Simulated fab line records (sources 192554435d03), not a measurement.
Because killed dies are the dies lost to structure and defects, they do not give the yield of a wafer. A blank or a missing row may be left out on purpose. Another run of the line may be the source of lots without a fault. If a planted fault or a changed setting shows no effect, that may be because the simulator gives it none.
The tool behind it: which one? -- flow n5-finfet -- route of 1938 steps, sampled at 1 step: 12 lots, 36 wafers

WHAT EACH GAUGE READ, for each wafer
N5_BEOL_M9_CD_MEAS_35: target cd 70 nm, target cd y 40 nm.
lot,measured,on,cd-nm (nm)
L075,day 10 03:19,cd-sem-03,70.2 70.4 70.1
L076,day 10 14:10,cd-sem-01,69.5 69.5 69.5
L079,day 11 01:02,cd-sem-01,70.0 68.9 69.5
L081,day 11 10:49,cd-sem-03,69.9 69.3 69.8
L082,day 11 16:42,cd-sem-01,70.8 70.3 70.5
L085,day 12 16:47,cd-sem-01,70.2 70.5 71.2
L087,day 13 02:43,cd-sem-02,69.5 70.0 69.9
L090,day 13 17:43,cd-sem-02,68.7 69.8 69.2
L093,day 14 02:08,cd-sem-01,69.3 69.9 69.9
L092,day 14 12:19,cd-sem-03,69.6 70.0 68.6
L095,day 14 22:44,cd-sem-01,69.1 69.4 69.7
L097,day 16 01:51,cd-sem-03,68.6 69.6 69.6

WHAT TOOL EACH LOT RAN ON (gives the tool, then ch and the chambers of the sampled wafers, and finally the start)
Before these readings, the record contains no process step.

THE ANSWER, worked out from the rows above alone
Rule: the usual values come from the lots themselves. Put in order of their means at a reading, lots are off if they are a third of the lots or fewer, leave a main group of 4 or more, and stand apart from it by a gap of 3 or more times the standard deviation of the main group's means; of several such gaps the widest counts. If all means in a main group match to the digits the tables above print for the reading, that group is not used. A lot without any number at a reading at which 4 lots or more have one is off too. Any other lot the step has rows for is counted as sound.
No lot is off on any of the readings shown, so nothing can be concluded from this.

WHAT HAD BEEN PUT IN BY THE SIMULATOR
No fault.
